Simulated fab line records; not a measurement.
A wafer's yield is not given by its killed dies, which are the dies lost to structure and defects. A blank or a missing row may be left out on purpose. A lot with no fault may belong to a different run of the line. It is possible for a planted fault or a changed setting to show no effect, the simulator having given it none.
Lot-split experiment || flow n5 finfet || on a route of 1938 steps: 7 lots, 39 wafers read

ON THE SPLIT
At N5_ZERO_LAYER_ETCH_18 (etches Si in HBr/Cl2, target depth 120 nm, time 40 s), the setting target depth a was moved away from the recipe's 1200 angstrom on 12 of the 39 wafers read, by -59.6% to +57.2%. This setting was run at the recipe's value on the other wafers.

Reading taken at the split's own step.

THE READING
coat_of_ZERO_LAYER_COAT_05.thk nm (the simulator's own value, which no gauge read), in nm, at N5_ZERO_LAYER_ETCH_18 (etches Si in HBr/Cl2, target depth 120 nm, time 40 s). No usual value for it is given in the file. Across the 27 wafers here that went through the recipe, the average is 931.7 nm and the standard deviation 3.1 nm.

{"wafer": "L078.1", "tool, chamber at the split": "rie si-04, 0", "target depth a as run, angstrom": 1200, "against the recipe": "recipe", "coat_of_ZERO_LAYER_COAT_05.thk nm, nm": 934.8, "against lot-mates on the recipe": "-"}
{"wafer": "L078.2", "tool, chamber at the split": "rie si-04, 2", "target depth a as run, angstrom": 1200, "against the recipe": "recipe", "coat_of_ZERO_LAYER_COAT_05.thk nm, nm": 936.5, "against lot-mates on the recipe": "-"}
{"wafer": "L078.3", "tool, chamber at the split": "rie si-04, 1", "target depth a as run, angstrom": 1200, "against the recipe": "recipe", "coat_of_ZERO_LAYER_COAT_05.thk nm, nm": 935.6, "against lot-mates on the recipe": "-"}
{"wafer": "L078.4", "tool, chamber at the split": "rie si-04, 3", "target depth a as run, angstrom": 1200, "against the recipe": "recipe", "coat_of_ZERO_LAYER_COAT_05.thk nm, nm": 931.2, "against lot-mates on the recipe": "-"}
{"wafer": "L078.5", "tool, chamber at the split": "rie si-04, 3", "target depth a as run, angstrom": 1200, "against the recipe": "recipe", "coat_of_ZERO_LAYER_COAT_05.thk nm, nm": 932.5, "against lot-mates on the recipe": "-"}
{"wafer": "L078.6", "tool, chamber at the split": "rie si-04, 0", "target depth a as run, angstrom": 1200, "against the recipe": "recipe", "coat_of_ZERO_LAYER_COAT_05.thk nm, nm": 936.4, "against lot-mates on the recipe": "-"}
{"wafer": "L081.1", "tool, chamber at the split": "rie si-05, 0", "target depth a as run, angstrom": 485, "against the recipe": "-59.6%", "coat_of_ZERO_LAYER_COAT_05.thk nm, nm": 960.3, "against lot-mates on the recipe": "+24.3"}
{"wafer": "L081.2", "tool, chamber at the split": "rie si-05, 3", "target depth a as run, angstrom": 485, "against the recipe": "-59.6%", "coat_of_ZERO_LAYER_COAT_05.thk nm, nm": 963.4, "against lot-mates on the recipe": "+27.4"}
{"wafer": "L081.3", "tool, chamber at the split": "rie si-05, 2", "target depth a as run, angstrom": 1200, "against the recipe": "recipe", "coat_of_ZERO_LAYER_COAT_05.thk nm, nm": 932.6, "against lot-mates on the recipe": "-"}
{"wafer": "L081.4", "tool, chamber at the split": "rie si-05, 1", "target depth a as run, angstrom": 1200, "against the recipe": "recipe", "coat_of_ZERO_LAYER_COAT_05.thk nm, nm": 937.1, "against lot-mates on the recipe": "-"}
{"wafer": "L081.5", "tool, chamber at the split": "rie si-05, 2", "target depth a as run, angstrom": 485, "against the recipe": "-59.6%", "coat_of_ZERO_LAYER_COAT_05.thk nm, nm": 959.9, "against lot-mates on the recipe": "+23.9"}
{"wafer": "L081.6", "tool, chamber at the split": "rie si-05, 3", "target depth a as run, angstrom": 1200, "against the recipe": "recipe", "coat_of_ZERO_LAYER_COAT_05.thk nm, nm": 938.3, "against lot-mates on the recipe": "-"}
{"wafer": "L082.1", "tool, chamber at the split": "rie si-02, 1", "target depth a as run, angstrom": 1839, "against the recipe": "+53.2%", "coat_of_ZERO_LAYER_COAT_05.thk nm, nm": 909.5, "against lot-mates on the recipe": -22.2}
{"wafer": "L082.2", "tool, chamber at the split": "rie si-02, 0", "target depth a as run, angstrom": 1839, "against the recipe": "+53.2%", "coat_of_ZERO_LAYER_COAT_05.thk nm, nm": 910.3, "against lot-mates on the recipe": -21.4}
{"wafer": "L082.3", "tool, chamber at the split": "rie si-02, 2", "target depth a as run, angstrom": 1200, "against the recipe": "recipe", "coat_of_ZERO_LAYER_COAT_05.thk nm, nm": 931.1, "against lot-mates on the recipe": "-"}
{"wafer": "L082.4", "tool, chamber at the split": "rie si-02, 3", "target depth a as run, angstrom": 1200, "against the recipe": "recipe", "coat_of_ZERO_LAYER_COAT_05.thk nm, nm": 932.8, "against lot-mates on the recipe": "-"}
{"wafer": "L082.5", "tool, chamber at the split": "rie si-02, 0", "target depth a as run, angstrom": 1839, "against the recipe": "+53.2%", "coat_of_ZERO_LAYER_COAT_05.thk nm, nm": 914.1, "against lot-mates on the recipe": -17.6}
{"wafer": "L082.6", "tool, chamber at the split": "rie si-02, 3", "target depth a as run, angstrom": 1200, "against the recipe": "recipe", "coat_of_ZERO_LAYER_COAT_05.thk nm, nm": 931.1, "against lot-mates on the recipe": "-"}
{"wafer": "L086.2", "tool, chamber at the split": "rie si-04, 3", "target depth a as run, angstrom": 1200, "against the recipe": "recipe", "coat_of_ZERO_LAYER_COAT_05.thk nm, nm": 929.2, "against lot-mates on the recipe": "-"}
{"wafer": "L086.3", "tool, chamber at the split": "rie si-04, 1", "target depth a as run, angstrom": 1200, "against the recipe": "recipe", "coat_of_ZERO_LAYER_COAT_05.thk nm, nm": 928.8, "against lot-mates on the recipe": "-"}
{"wafer": "L086.4", "tool, chamber at the split": "rie si-04, 0", "target depth a as run, angstrom": 1200, "against the recipe": "recipe", "coat_of_ZERO_LAYER_COAT_05.thk nm, nm": 932.1, "against lot-mates on the recipe": "-"}
{"wafer": "L092.1", "tool, chamber at the split": "rie si-04, 3", "target depth a as run, angstrom": 1200, "against the recipe": "recipe", "coat_of_ZERO_LAYER_COAT_05.thk nm, nm": 929.8, "against lot-mates on the recipe": "-"}
{"wafer": "L092.2", "tool, chamber at the split": "rie si-04, 0", "target depth a as run, angstrom": 1200, "against the recipe": "recipe", "coat_of_ZERO_LAYER_COAT_05.thk nm, nm": 930.6, "against lot-mates on the recipe": "-"}
{"wafer": "L092.3", "tool, chamber at the split": "rie si-04, 1", "target depth a as run, angstrom": 1200, "against the recipe": "recipe", "coat_of_ZERO_LAYER_COAT_05.thk nm, nm": 928, "against lot-mates on the recipe": "-"}
{"wafer": "L092.4", "tool, chamber at the split": "rie si-04, 2", "target depth a as run, angstrom": 1200, "against the recipe": "recipe", "coat_of_ZERO_LAYER_COAT_05.thk nm, nm": 930.3, "against lot-mates on the recipe": "-"}
{"wafer": "L092.5", "tool, chamber at the split": "rie si-04, 3", "target depth a as run, angstrom": 1200, "against the recipe": "recipe", "coat_of_ZERO_LAYER_COAT_05.thk nm, nm": 929.4, "against lot-mates on the recipe": "-"}
{"wafer": "L092.6", "tool, chamber at the split": "rie si-04, 0", "target depth a as run, angstrom": 1200, "against the recipe": "recipe", "coat_of_ZERO_LAYER_COAT_05.thk nm, nm": 930.5, "against lot-mates on the recipe": "-"}
{"wafer": "L095.1", "tool, chamber at the split": "rie si-04, 1", "target depth a as run, angstrom": 1701, "against the recipe": "+41.8%", "coat_of_ZERO_LAYER_COAT_05.thk nm, nm": 911.4, "against lot-mates on the recipe": -16.1}
{"wafer": "L095.2", "tool, chamber at the split": "rie si-04, 2", "target depth a as run, angstrom": 1200, "against the recipe": "recipe", "coat_of_ZERO_LAYER_COAT_05.thk nm, nm": 927, "against lot-mates on the recipe": "-"}
{"wafer": "L095.3", "tool, chamber at the split": "rie si-04, 0", "target depth a as run, angstrom": 1701, "against the recipe": "+41.8%", "coat_of_ZERO_LAYER_COAT_05.thk nm, nm": 908.1, "against lot-mates on the recipe": -19.4}
{"wafer": "L095.4", "tool, chamber at the split": "rie si-04, 3", "target depth a as run, angstrom": 1200, "against the recipe": "recipe", "coat_of_ZERO_LAYER_COAT_05.thk nm, nm": 929.1, "against lot-mates on the recipe": "-"}
{"wafer": "L095.5", "tool, chamber at the split": "rie si-04, 2", "target depth a as run, angstrom": 1200, "against the recipe": "recipe", "coat_of_ZERO_LAYER_COAT_05.thk nm, nm": 926.3, "against lot-mates on the recipe": "-"}
{"wafer": "L095.6", "tool, chamber at the split": "rie si-04, 3", "target depth a as run, angstrom": 1701, "against the recipe": "+41.8%", "coat_of_ZERO_LAYER_COAT_05.thk nm, nm": 912, "against lot-mates on the recipe": -15.5}
{"wafer": "L097.1", "tool, chamber at the split": "rie si-05, 2", "target depth a as run, angstrom": 1886, "against the recipe": "+57.2%", "coat_of_ZERO_LAYER_COAT_05.thk nm, nm": 904.8, "against lot-mates on the recipe": -26.7}
{"wafer": "L097.2", "tool, chamber at the split": "rie si-05, 1", "target depth a as run, angstrom": 1200, "against the recipe": "recipe", "coat_of_ZERO_LAYER_COAT_05.thk nm, nm": 931.7, "against lot-mates on the recipe": "-"}
{"wafer": "L097.3", "tool, chamber at the split": "rie si-05, 0", "target depth a as run, angstrom": 1886, "against the recipe": "+57.2%", "coat_of_ZERO_LAYER_COAT_05.thk nm, nm": 909.5, "against lot-mates on the recipe": -22.0}
{"wafer": "L097.4", "tool, chamber at the split": "rie si-05, 3", "target depth a as run, angstrom": 1886, "against the recipe": "+57.2%", "coat_of_ZERO_LAYER_COAT_05.thk nm, nm": 909.1, "against lot-mates on the recipe": -22.4}
{"wafer": "L097.5", "tool, chamber at the split": "rie si-05, 3", "target depth a as run, angstrom": 1200, "against the recipe": "recipe", "coat_of_ZERO_LAYER_COAT_05.thk nm, nm": 933, "against lot-mates on the recipe": "-"}
{"wafer": "L097.6", "tool, chamber at the split": "rie si-05, 2", "target depth a as run, angstrom": 1200, "against the recipe": "recipe", "coat_of_ZERO_LAYER_COAT_05.thk nm, nm": 929.7, "against lot-mates on the recipe": "-"}

FIT RESULTS
A straight line over all 39 wafers: coat_of_ZERO_LAYER_COAT_05.thk nm changes by -0.451 nm for each +1% of target depth a; r = -0.97; the points scatter about the line by 3.2 nm.
The same after taking each lot's own level away (the mean of its wafers on the recipe; 39 wafers): -0.409 nm for each +1%; r = -0.99; scatter 1.8 nm.
According to that fit, moving target depth a by its largest amount changes the reading by 24 nm.
The lots' own levels span 927.47 to 936.00 nm, that is 2.8 times the standard deviation above.
So the slope is not independent of the lot-to-lot level: the two fits are not the same.
Check: +24.6 nm against its lot-mates is what the line predicts for one of the wafers moved furthest among these (-59.6%) when that wafer is left out of the fit. It came out at +24.3 nm against them.

THE WHOLE CHAIN: every reading that the file lists as answering this split, in the file's order
{"step": "N5_ZERO_LAYER_ETCH_18", "what it does": "etches Si in HBr/Cl2, target depth 120 nm, time 40 s", "reading": "etch.depth nm (the simulator's own value, which no gauge read)", "change (the file's fit)": "+1.2 nm for each +1% of the setting", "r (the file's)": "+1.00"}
{"step": "N5_ZERO_LAYER_ETCH_18", "what it does": "etches Si in HBr/Cl2, target depth 120 nm, time 40 s", "reading": "ZERO_LAYER.feature depth nm (the simulator's own value, which no gauge read)", "change (the file's fit)": "+1.2 nm for each +1% of the setting", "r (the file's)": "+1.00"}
{"step": "N5_ZERO_LAYER_ETCH_18", "what it does": "etches Si in HBr/Cl2, target depth 120 nm, time 40 s", "reading": "coat_of_ZERO_LAYER_COAT_05.thk nm (the simulator's own value, which no gauge read)", "change (the file's fit)": "-0.408 nm for each +1% of the setting", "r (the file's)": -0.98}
{"step": "N5_ZERO_LAYER_STRIP_24", "what it does": "strips in O2", "reading": "strip time to endpoint s", "change (the file's fit)": "withheld for each +1% of the setting", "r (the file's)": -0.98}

FILE'S OWN FIT
coat_of_ZERO_LAYER_COAT_05.thk nm changes by -0.408 nm for each +1% of target depth a, r = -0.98.
